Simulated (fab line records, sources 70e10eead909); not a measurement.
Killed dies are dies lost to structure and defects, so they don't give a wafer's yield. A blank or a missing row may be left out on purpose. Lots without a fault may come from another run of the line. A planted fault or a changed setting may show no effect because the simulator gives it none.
A struck lot beside a sound one | flow nand_harc | 44 steps out of a route of 1159
Sound: wafers L471.4, L471.5, L471.6. Struck: wafers L479.1, L479.4, L479.6. The cause comes at the end.
At each step with rows: each side's tool, then ch and its chambers, then its first start. Under that, the readings that differ: sound wafers | struck wafers | difference of the means | sigmas: that difference in standard deviations of wafers without a fault.
alike: readings whose means differ by less than 2 such deviations, and words and numbers that are the same on both sides. not compared: withheld readings, readings that some wafer has no value for, bounds like >300 that may hide the same value, and numbers for which the record gives no deviation and whose values overlap.
The two part at a step that has a row with sigmas, a row that says differs or no value, or rows on one side only. Numbers that don't overlap but have no deviation are shown without sigmas and don't part them. A reading that every wafer of one side lacks parts them only if that side has two wafers or more.

first, 7 steps without rows for these wafers: NHARC_P_GATE_HMDS_39 (time 30 s); NHARC_P_GATE_COAT_40; NHARC_P_GATE_SOFTBAKE_41 (time 95 s); NHARC_P_GATE_EBR_42; NHARC_P_GATE_EXPOSE_43 (exposes mask P NSD, target cd 720 nm); NHARC_P_GATE_PEB_44 (peb time 85 s); NHARC_P_GATE_DEVELOP_45 (time 70 s).
NHARC_P_GATE_CD_MEAS_46: target cd 720 nm.
  sound on cd_sem-02 ch 0, day 6 15:32; struck on cd_sem-02 ch 0, day 8 15:32
  alike: cd_nm
then, 1 step without rows for these wafers: NHARC_P_GATE_HARDBAKE_47 (time 80 s).
NHARC_P_GATE_DESCUM_48: chemistry O2, time 3 s.
  sound on rie_diel-02 ch 2,3, day 6 15:41; struck on rie_diel-12 ch 0,2, day 8 15:41
  alike: drypump_motor_current_A, oes_product_au, rf_vpp_V, showerhead_plenum_p_Torr, throttle_valve_pct
  not compared: rf_hours_counter_h
then, 1 step without rows for these wafers: NHARC_P_GATE_IMPLANT_49.
NHARC_P_GATE_STRIP_111: strips in N2/H2, time 250 s.
  sound on plasma_asher-01 ch 0,1, day 6 16:12; struck on plasma_asher-01 ch 0,1, day 8 16:11
  alike: drypump_motor_current_A, heater_power_w, temp_c
  not compared: rf_hours_counter_h
NHARC_P_GATE_STRIP_75: strips in O2.
  sound on plasma_asher-01 ch 0,1, day 6 16:23; struck on plasma_asher-01 ch 0,1, day 8 16:29
  reading    | sound                | struck               | difference | sigmas
  temp_c (C) | 250.33 250.05 249.92 | 249.61 249.71 249.80 | -0.39      | -2
  alike: drypump_motor_current_A, heater_power_w
  not compared: rf_hours_counter_h
then, 9 steps without rows for these wafers: NHARC_P_GATE_STRIP_50 (strips in SPM, time 900 s); NHARC_P_GATE_DEHYDRATE_51 (time 120 s); NHARC_P_GATE_HMDS_52 (time 30 s); NHARC_P_GATE_COAT_53; NHARC_P_GATE_SOFTBAKE_54 (time 95 s); NHARC_P_GATE_EBR_55; NHARC_P_GATE_EXPOSE_56 (exposes mask P PSD, target cd 720 nm); NHARC_P_GATE_PEB_57 (peb time 85 s); NHARC_P_GATE_DEVELOP_58 (time 70 s).
NHARC_P_GATE_CD_MEAS_59: target cd 720 nm.
  sound on cd_sem-02 ch 0, day 6 17:17; struck on cd_sem-03 ch 0, day 8 17:25
  alike: cd_nm
then, 1 step without rows for these wafers: NHARC_P_GATE_HARDBAKE_60 (time 80 s).
NHARC_P_GATE_DESCUM_61: chemistry O2, time 3 s.
  sound on rie_diel-02 ch 1,2,3, day 6 17:28; struck on rie_diel-11 ch 0,1,3, day 8 17:35
  alike: drypump_motor_current_A, oes_product_au, rf_vpp_V, showerhead_plenum_p_Torr, throttle_valve_pct
  not compared: rf_hours_counter_h
then, 2 steps without rows for these wafers: NHARC_P_GATE_IMPLANT_62; NHARC_P_GATE_STRIP_112 (strips in N2/H2, time 200 s).
NHARC_P_GATE_STRIP_76: strips in O2.
  sound on plasma_asher-01 ch 0,1, day 6 18:05; struck on plasma_asher-01 ch 0, day 8 18:13
  alike: drypump_motor_current_A, heater_power_w, temp_c
  not compared: rf_hours_counter_h
then, 9 steps without rows for these wafers: NHARC_P_GATE_STRIP_63 (strips in SPM, time 900 s); NHARC_P_GATE_DEHYDRATE_83 (time 120 s); NHARC_P_GATE_HMDS_84 (time 30 s); NHARC_P_GATE_COAT_85; NHARC_P_GATE_SOFTBAKE_86 (time 95 s); NHARC_P_GATE_EBR_87; NHARC_P_GATE_EXPOSE_88 (exposes mask P HVN, target cd 2000 nm); NHARC_P_GATE_PEB_89 (peb time 85 s); NHARC_P_GATE_DEVELOP_90 (time 70 s).
NHARC_P_GATE_CD_MEAS_91: target cd 2000 nm.
  sound on cd_sem-02 ch 0, day 6 18:59; struck on cd_sem-02 ch 0, day 8 19:08
  alike: cd_nm
then, 1 step without rows for these wafers: NHARC_P_GATE_HARDBAKE_92 (time 80 s).
NHARC_P_GATE_DESCUM_93: chemistry O2, time 3 s.
  sound on rie_diel-02 ch 1,2, day 6 19:10; struck on rie_diel-02 ch 0,1,2, day 8 19:17
  alike: drypump_motor_current_A, oes_product_au, rf_vpp_V, showerhead_plenum_p_Torr, throttle_valve_pct
  not compared: rf_hours_counter_h
then, 2 steps without rows for these wafers: NHARC_P_GATE_IMPLANT_94; NHARC_P_GATE_STRIP_113 (strips in N2/H2, time 740 s).
NHARC_P_GATE_INSPECT_68:
  sound on defect_inspect-02, day 6 22:07; struck on defect_inspect-02, day 8 22:54
  reading          | sound       | struck      | difference | sigmas
  raw_defect_count | 422 363 370 | 877 884 806 | +471       | +5
-- the record jumps here: 13 days lie between the struck wafers' starts before and after (it left off in module P_GATE and takes up again in module END, whose first step shown is number 1159 of the route) --
NHARC_END_SORT_01:
  the record has rows for the struck wafers here (prober-01 ch 0, day 22 06:50) and none for the sound ones

WHERE THEY PART
First at NHARC_P_GATE_STRIP_75; last, within this record, at NHARC_END_SORT_01.

WHY: what the simulator had put in
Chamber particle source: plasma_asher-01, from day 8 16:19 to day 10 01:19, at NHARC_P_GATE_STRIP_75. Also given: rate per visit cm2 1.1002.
